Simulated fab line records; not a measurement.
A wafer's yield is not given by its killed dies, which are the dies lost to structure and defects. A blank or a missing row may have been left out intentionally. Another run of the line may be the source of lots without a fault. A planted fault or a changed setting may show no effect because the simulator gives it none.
Matching of chambers + flow n5 finfet + rie diel-05 running N5_SD_EPI_P_ETCH_36: 4 sister chambers
The step etches SiARC in CF4, target depth 45.5 nm, time 75.8 s. 8 wafers are shown with their chamber, then 9 later ones without.

EACH WAFER AND ITS CHAMBER
| wafer  | chamber | showerhead plenum p Torr (Torr) | drypump motor current A (A) |
|--------|---------|---------------------------------|-----------------------------|
| L078.4 | 1       | 2.17                            | 6.2                         |
| L083.2 | 1       | 2.17                            | 6.2                         |
| L083.5 | 3       | 2.08                            | 5.4                         |
| L086.2 | 3       | 2.08                            | 5.4                         |
| L086.3 | 2       | 2.05                            | 5.7                         |
| L092.2 | 0       | 2.19                            | 4.9                         |
| L092.4 | 2       | 2.04                            | 5.7                         |
| L092.5 | 0       | 2.19                            | 5.0                         |

WAFERS WITHOUT THEIR CHAMBER
| wafer  | showerhead plenum p Torr (Torr) | drypump motor current A (A) |
|--------|---------------------------------|-----------------------------|
| L093.2 | 2.07                            | 5.3                         |
| L093.4 | 2.04                            | 5.7                         |
| L093.6 | 2.19                            | 4.9                         |
| L095.1 | 2.07                            | 5.3                         |
| L095.3 | 2.04                            | 5.7                         |
| L095.6 | 2.04                            | 5.7                         |
| L096.1 | 2.16                            | 6.2                         |
| L096.3 | 2.07                            | 5.4                         |
| L096.4 | 2.07                            | 5.3                         |

WHICH CHAMBER EACH ONE RAN IN
| wafer  | from the rows above | in truth |
|--------|---------------------|----------|
| L093.2 | 3                   | 3        |
| L093.4 | 2                   | 2        |
| L093.6 | 0                   | 0        |
| L095.1 | 3                   | 3        |
| L095.3 | 2                   | 2        |
| L095.6 | 2                   | 2        |
| L096.1 | 1                   | 1        |
| L096.3 | 3                   | 3        |
| L096.4 | 3                   | 3        |
Correct placement for 9 of the 9. Not placeable from these rows: 0. Placed wrongly: 0.
How it was worked out, from the rows above alone: a wafer's distance from a chamber is the root of the sum, over the readings, of the square of ((its reading less the chamber's mean) divided by the reading's scatter). The wafer belongs to the nearest chamber; if the next one is less than 2 further off, it can't be placed. Each chamber's mean is taken over the wafers shown for it. The scatter is the square root of a quotient: the sum, over the shown wafers, of each reading's squared deviation from its chamber's mean, divided by wafers minus chambers.
